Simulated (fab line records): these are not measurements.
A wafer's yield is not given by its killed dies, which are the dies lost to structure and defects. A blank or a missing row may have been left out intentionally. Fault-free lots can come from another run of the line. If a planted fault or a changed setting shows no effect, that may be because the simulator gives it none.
fab line records -- flow nandHarc
record lots=12, wafers=36, lastDay=33
route steps=1302 shown A_STAIRCASE@701
lots untouched by any fault: they come from a run of this same line in which no faults occurred
startH: the number of hours between the record's first day and the start of the first shown wafer of the lot -- waitH: hours from the lot's prior step to this one -- " identical to the entry in the row above -- L1.1+2: a row that stands for several wafers -- - no value present, or no start provided -- * or withheld: withheld -- < > ~ a bound
route shown NAME@n: a module of which the file shows steps, and the number in the route of the first -- usual: mean/standard deviation of fault-free wafers -- same: alike in all rows -- chamber/n: place in a boat -- sites: per-site readings -- _std_site: standard deviation of those values -- _edge_site: outer sites' mean less inner sites' -- radiusMm: for every site, how far away it sits from the centre of the wafer -- mask NAME#n: copy n -- behind: the last tool/chamber to shape the wafer -- hold: cause of the lot's hold/its duration in hours/its outcome -- device: which transistor (n, p or np) failed to switch -- end of line: the route-end tests of the same wafers -- a step given without rows: its recipe and nothing more -- killed: dies lost to structure and defects at the first sort, not the wafer's yield -- map: a wafer's dies, marking killed ones x, the rest . and places with no die _
set.NAME: setting as actually run; set.NAME@STEP: the setting as run at that earlier step -- model.NAME: the simulator's own value behind a step, which no gauge read
route steps across a sampled set of lots; one table per step, one row per wafer
services: from which hour (startH, from the record's first day; less than 0 if before it) a tool's chamber was out of use, for how many hours, and why
## steps
# step NHARC_A_STAIRCASE_TRIM_187
# recipe timeS=211.2, o2FlowSccm=500, arFlowSccm=0, biasW=0, chemistry=O2
# usual drypumpMotorCurrentA=6.0/0.45, oesProductAu=0.998/0.008, rfVppV=57.8/0.89, showerheadPlenumPTorr=3.52/0.16, throttleValvePct=17.036/0.0091
lot.wafer,tool,chamber,startH,waitH,drypumpMotorCurrentA,oesProductAu,rfHoursCounterH,rfVppV,showerheadPlenumPTorr,throttleValvePct
L762.1,rieDiel-13,2,358.31,0.1,5.9,0.993,2,57.9,3.56,17.033
L762.5,rieDiel-13,2,358.31,0.1,6.0,0.981,-,56.5,3.56,17.027
L762.6,rieDiel-13,3,358.31,0.1,6.6,0.991,-,57.8,3.39,17.030
L765.1,rieDiel-12,3,382.65,0.2,5.9,1.014,42,58.1,3.78,17.040
L765.2,rieDiel-12,0,382.65,0.2,6.2,1.005,34,56.5,3.42,17.050
L765.6,rieDiel-12,3,382.65,0.2,5.9,1.006,-,59.1,3.78,17.027
L767.3,rieDiel-13,2,418.74,0.1,6.0,1.004,26,56.9,3.54,17.046
L767.6,rieDiel-13,1,418.74,0.1,6.4,0.996,-,57.6,3.29,17.029
L767.5,rieDiel-13,3,418.74,0.1,6.6,0.997,-,56.3,3.38,17.035
L768.1,rieDiel-13,3,419.08,0.2,6.6,0.995,22,57.2,3.38,17.025
L768.4,rieDiel-13,1,419.08,0.2,6.4,1.002,-,56.5,3.29,17.034
L768.5,rieDiel-13,2,419.08,0.2,6.0,0.995,-,57.6,3.54,17.043
L769.3,rieDiel-13,1,428.96,0.1,6.4,1.006,17,58.9,3.29,17.037
L769.5,rieDiel-13,2,428.96,0.1,6.0,1.004,-,58.3,3.54,17.033
L769.4,rieDiel-13,1,428.96,0.1,6.4,1.000,-,57.9,3.29,17.036
L773.3,rieDiel-13,3,465.94,0.1,6.6,0.992,42,58.1,3.37,17.047
L773.5,rieDiel-13,3,465.94,0.1,6.6,0.993,-,56.4,3.37,17.057
L773.6,rieDiel-13,0,465.94,0.1,6.0,0.981,-,57.8,3.54,17.025
L776.4,rieDiel-03,2,509.46,0.1,5.0,1.007,6,57.5,3.44,17.032
L776.5,rieDiel-03,2,509.46,0.1,5.0,0.995,-,56.6,3.44,17.043
L776.6,rieDiel-03,3,509.46,0.1,6.2,1.003,-,58.1,3.49,17.028
L779.2,rieDiel-13,2,516.73,0.1,6.0,0.996,58,57.1,3.53,17.022
L779.3,rieDiel-13,3,516.73,0.1,6.6,1.004,57,57.4,3.36,17.024
L779.5,rieDiel-13,1,516.73,0.1,6.5,1.015,-,57.2,3.28,17.034
L777.4,rieDiel-12,0,525.28,0.1,6.2,1.000,22,58.3,3.40,17.048
L777.6,rieDiel-12,0,525.28,0.1,6.2,0.998,-,58.4,3.40,17.036
L777.5,rieDiel-12,1,525.28,0.1,6.2,1.002,-,58.7,3.79,17.023
L781.1,rieDiel-03,1,552.34,0.1,5.2,0.995,31,60.5,3.76,17.046
L781.6,rieDiel-03,1,552.34,0.1,5.2,0.990,-,60.1,3.76,17.038
L781.5,rieDiel-03,2,552.34,0.1,5.0,0.994,-,58.4,3.44,17.044
L782.4,rieDiel-12,3,563.27,0.1,5.9,1.002,39,57.8,3.75,17.047
L782.2,rieDiel-12,1,563.27,0.1,6.3,1.000,39,58.6,3.79,17.046
L782.6,rieDiel-12,0,563.27,0.1,6.2,0.993,-,58.4,3.39,17.021
L783.3,rieDiel-13,0,571.77,0.1,6.0,0.992,13,58.5,3.52,17.042
L783.5,rieDiel-13,0,571.77,0.1,6.0,0.989,-,59.2,3.52,17.018
L783.6,rieDiel-13,1,571.77,0.1,6.4,0.996,-,58.8,3.80,17.039
# step NHARC_A_STAIRCASE_TRIM_200
# recipe timeS=211.2, o2FlowSccm=500, arFlowSccm=0, biasW=0, chemistry=O2
# usual drypumpMotorCurrentA=6.0/0.45, oesProductAu=1.000/0.0069, rfVppV=57.6/0.93, showerheadPlenumPTorr=3.52/0.16, throttleValvePct=17.037/0.0094
lot.wafer,tool,chamber,startH,waitH,drypumpMotorCurrentA,oesProductAu,rfHoursCounterH,rfVppV,showerheadPlenumPTorr,throttleValvePct
L762.1,rieDiel-12,3,-,-,5.9,1.008,35,56.4,3.79,17.035
L762.5,rieDiel-12,3,-,-,5.9,1.005,-,59.6,3.79,17.025
L762.6,rieDiel-12,0,-,-,6.2,1.008,-,57.4,3.43,17.053
L765.2,rieDiel-12,0,-,-,6.2,1.006,34,57.7,3.42,17.021
L765.1,rieDiel-12,2,-,-,6.3,1.007,47,57.4,3.49,17.043
L765.6,rieDiel-12,3,-,-,5.9,1.008,-,58.2,3.78,17.037
L767.3,rieDiel-03,1,-,-,5.2,1.001,37,58.7,3.78,17.038
L767.5,rieDiel-03,2,-,-,5.0,1.003,-,56.9,3.45,17.038
L767.6,rieDiel-03,3,-,-,6.2,0.994,-,58.0,3.51,17.047
L768.1,rieDiel-03,2,-,-,5.0,1.001,37,56.8,3.45,17.048
L768.4,rieDiel-03,0,-,-,6.0,1.001,40,58.2,3.53,17.017
L768.5,rieDiel-03,2,-,-,5.0,1.001,-,56.9,3.45,17.054
L769.3,rieDiel-13,2,-,-,6.0,0.999,33,59.0,3.54,17.031
L769.4,rieDiel-13,1,-,-,6.4,0.995,-,58.1,3.29,17.048
L769.5,rieDiel-13,2,-,-,6.0,0.991,-,57.0,3.54,17.030
L773.3,rieDiel-13,2,-,-,5.9,0.991,46,57.5,3.53,17.040
L773.5,rieDiel-13,3,-,-,6.7,0.983,-,57.6,3.37,17.032
L773.6,rieDiel-13,0,-,-,6.0,0.995,-,58.2,3.54,17.042
L776.4,rieDiel-13,3,-,-,6.6,0.994,56,57.5,3.36,17.045
L776.6,rieDiel-13,1,-,-,6.4,1.003,-,56.5,3.28,17.022
L776.5,rieDiel-13,2,-,-,6.0,0.995,-,56.8,3.53,17.023
L779.2,rieDiel-12,1,-,-,6.3,0.994,24,58.2,3.79,17.025
L779.3,rieDiel-12,0,-,-,6.2,1.002,20,57.8,3.40,17.040
L779.5,rieDiel-12,2,-,-,6.4,1.005,-,57.9,3.47,17.028
L777.4,rieDiel-12,2,-,-,6.3,0.999,26,57.2,3.46,17.033
L777.6,rieDiel-12,0,-,-,6.2,1.004,-,55.2,3.40,17.040
L777.5,rieDiel-12,1,-,-,6.2,1.004,-,57.2,3.79,17.037
L781.1,rieDiel-13,0,-,-,6.0,1.009,10,57.8,3.53,17.036
L781.6,rieDiel-13,0,-,-,6.0,1.010,-,59.0,3.53,17.039
L781.5,rieDiel-13,2,-,-,6.0,1.012,-,56.7,3.52,17.028
L782.2,rieDiel-03,3,-,-,6.2,1.004,36,57.6,3.48,17.037
L782.4,rieDiel-03,1,-,-,5.2,0.997,32,58.9,3.76,17.018
L782.6,rieDiel-03,0,-,-,6.0,1.003,-,59.1,3.51,17.037
L783.3,rieDiel-12,0,-,-,6.2,1.006,39,55.8,3.39,17.036
L783.5,rieDiel-12,3,-,-,5.9,1.002,-,58.2,3.74,17.049
L783.6,rieDiel-12,0,-,-,6.2,1.007,-,58.3,3.39,17.047
# step NHARC_A_STAIRCASE_ETCH_203
# recipe targetDepthA=1000, timeS=40.5, ionEnergyEv=400, c4f8FlowSccm=20, o2FlowSccm=10, arFlowSccm=withheld, rfW=600, biasW=1000, chemistry=C4F8/O2
# usual oesProductAu=0.944/0.01, rfVppV=895/5.6, runLengthS=61.7/0.31
lot.wafer,tool,chamber,startH,waitH,oesProductAu,rfHoursCounterH,rfVppV,runLengthS
L762.1,rieDiel-12,2,-,-,0.947,38,895,61.4
L762.5,rieDiel-12,1,-,-,0.948,-,887,62.1
L762.6,rieDiel-12,2,-,-,0.957,-,892,61.7
L765.1,rieDiel-12,2,-,-,0.936,47,894,61.6
L765.2,rieDiel-12,3,-,-,0.952,43,905,61.4
L765.6,rieDiel-12,2,-,-,0.954,-,893,61.5
L767.3,rieDiel-03,3,-,-,0.927,39,895,61.4
L767.5,rieDiel-03,3,-,-,0.944,-,895,61.5
L767.6,rieDiel-03,0,-,-,0.937,-,895,61.6
L768.4,rieDiel-03,0,-,-,0.945,40,897,61.7
L768.1,rieDiel-03,1,-,-,0.938,37,905,61.5
L768.5,rieDiel-03,3,-,-,0.952,-,895,61.6
L769.3,rieDiel-13,1,-,-,0.931,19,886,61.6
L769.5,rieDiel-13,1,-,-,0.937,-,887,62.0
L769.4,rieDiel-13,3,-,-,0.934,-,890,61.8
L773.3,rieDiel-13,3,-,-,0.938,44,890,61.8
L773.5,rieDiel-13,1,-,-,0.928,-,888,61.8
L773.6,rieDiel-13,2,-,-,0.937,-,895,61.4
L776.4,rieDiel-13,2,-,-,0.936,56,896,61.5
L776.6,rieDiel-13,3,-,-,0.943,-,889,62.0
L776.5,rieDiel-13,0,-,-,0.943,-,897,62.0
L779.3,rieDiel-12,0,-,-,0.957,20,892,61.6
L779.2,rieDiel-12,1,-,-,0.945,24,904,62.5
L779.5,rieDiel-12,0,-,-,0.958,-,891,61.8
L777.4,rieDiel-12,0,-,-,0.953,23,892,61.6
L777.6,rieDiel-12,3,-,-,0.953,-,903,61.1
L777.5,rieDiel-12,0,-,-,0.960,-,891,61.7
L781.1,rieDiel-13,3,-,-,0.936,11,890,61.6
L781.5,rieDiel-13,0,-,-,0.942,-,896,62.3
L781.6,rieDiel-13,3,-,-,0.950,-,890,61.7
L782.4,rieDiel-03,0,-,-,0.943,29,895,62.0
L782.2,rieDiel-03,1,-,-,0.938,33,903,61.6
L782.6,rieDiel-03,0,-,-,0.940,-,895,62.3
L783.3,rieDiel-12,2,-,-,0.945,49,894,61.5
L783.6,rieDiel-12,3,-,-,0.939,-,904,61.3
L783.5,rieDiel-12,0,-,-,0.941,-,891,61.9
# step NHARC_A_STAIRCASE_ETCH_230
# recipe targetDepthA=1000, timeS=40.5, ionEnergyEv=400, c4f8FlowSccm=20, o2FlowSccm=10, arFlowSccm=withheld, rfW=600, biasW=1000, chemistry=C4F8/O2
# usual oesProductAu=0.946/0.016, rfVppV=896/5.3, runLengthS=61.67/0.29
lot.wafer,tool,chamber,startH,waitH,oesProductAu,rfHoursCounterH,rfVppV,runLengthS
L762.1,rieDiel-03,0,363.36,-,0.942,22,897,62.06
L762.5,rieDiel-03,1,363.36,-,0.950,-,904,61.54
L762.6,rieDiel-03,2,363.36,-,0.946,-,894,61.38
L765.1,rieDiel-13,3,387.47,-,0.958,9,890,61.42
L765.2,rieDiel-13,0,387.47,-,0.960,13,897,61.94
L765.6,rieDiel-13,0,387.47,-,0.962,-,897,61.80
L767.3,rieDiel-12,2,426.58,-,0.951,59,895,61.49
L767.6,rieDiel-12,2,426.58,-,0.943,-,894,61.51
L767.5,rieDiel-12,3,426.58,-,0.968,-,904,61.79
L768.1,rieDiel-03,1,426.59,-,0.942,38,905,61.28
L768.4,rieDiel-03,0,426.59,-,0.940,41,896,61.98
L768.5,rieDiel-03,1,426.59,-,0.931,-,906,62.01
L769.3,rieDiel-13,3,435.16,-,0.929,30,891,61.62
L769.5,rieDiel-13,3,435.16,-,0.924,-,890,61.55
L769.4,rieDiel-13,1,435.16,-,0.926,-,888,55.33
L773.3,rieDiel-12,1,471.13,-,0.930,7,906,62.31
L773.6,rieDiel-12,2,471.13,-,0.942,-,895,61.82
L773.5,rieDiel-12,3,471.13,-,0.937,-,904,61.57
L776.4,rieDiel-13,2,514.80,-,0.968,57,895,61.45
L776.6,rieDiel-13,3,514.80,-,0.952,-,891,61.70
L776.5,rieDiel-13,0,514.80,-,0.956,-,895,61.94
L779.3,rieDiel-03,3,522.76,-,0.912,24,894,61.95
L779.2,rieDiel-03,0,522.76,-,0.927,16,895,61.64
L779.5,rieDiel-03,0,522.76,-,0.919,-,896,61.96
L777.4,rieDiel-13,0,530.31,-,0.944,1,895,61.89
L777.6,rieDiel-13,3,530.31,-,0.927,-,890,61.45
L777.5,rieDiel-13,0,530.31,-,0.938,-,898,62.00
L781.1,rieDiel-13,2,557.45,-,0.953,11,896,61.25
L781.5,rieDiel-13,2,557.45,-,0.948,-,896,61.59
L781.6,rieDiel-13,0,557.45,-,0.950,-,896,62.20
L782.2,rieDiel-03,0,568.22,-,0.969,29,895,61.97
L782.4,rieDiel-03,1,568.22,-,0.942,33,904,61.88
L782.6,rieDiel-03,0,568.22,-,0.962,-,895,61.98
L783.3,rieDiel-03,2,576.99,-,0.948,25,892,61.41
L783.5,rieDiel-03,1,576.99,-,0.937,-,905,61.38
L783.6,rieDiel-03,2,576.99,-,0.947,-,893,61.32
## services
tool,chamber,startH,hours,kind
rieDiel-13,-,342.08,9.0,pm
rieDiel-13,0,342.08,9.0,ventCycle
rieDiel-13,1,342.08,9.0,ventCycle
rieDiel-13,2,342.08,9.0,ventCycle
rieDiel-13,3,342.08,9.0,ventCycle
rieDiel-13,0,351.08,-,clean
rieDiel-13,1,351.08,-,clean
rieDiel-13,2,351.08,-,clean
rieDiel-13,3,351.08,-,clean
rieDiel-13,1,358.12,7.6,repair
rieDiel-13,3,361.39,11.8,repair
rieDiel-13,0,375.58,-,clean
rieDiel-13,1,375.58,-,clean
rieDiel-13,1,377.44,22.5,repair
rieDiel-13,0,393.35,49.3,repair
rieDiel-13,1,441.15,3.3,repair
rieDiel-12,-,446.18,9.0,pm
rieDiel-13,1,448.55,5.9,repair
rieDiel-03,-,458.33,9.0,pm
rieDiel-12,-,488.80,1.9,repair
rieDiel-12,2,505.50,4.2,repair
rieDiel-13,-,519.08,9.0,pm
rieDiel-03,1,519.91,10.9,repair
rieDiel-03,3,561.84,2.6,repair
## key
firstSign step=NHARC_A_STAIRCASE_ETCH_230, reading=runLengthS, direction=down, sigmas=22, usual=*, struck=*
effect none on later readings
metAt NHARC_A_STAIRCASE_ETCH_230
struckLots L769
struckWafers L769.4
testerLeftOut L769
notActingAt NHARC_A_STAIRCASE_TRIM_187,NHARC_A_STAIRCASE_TRIM_200,NHARC_A_STAIRCASE_ETCH_203
fault kind=processParameterDrift, tool=rieDiel-13, chamber=1, onsetH=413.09, steps=NHARC_A_STAIRCASE_ETCH_230, channel=timeS, offset=*, shape=step, endH=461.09, actsIn=*, stated=*
# testerLeftOut: of these lots the tester's yield and bins aren't shown, on N5 and GAA mostly nor the transistor test; their killed dies are dies lost to structure and defects alone, not to doping, threshold or leakage, so they don't give the yield
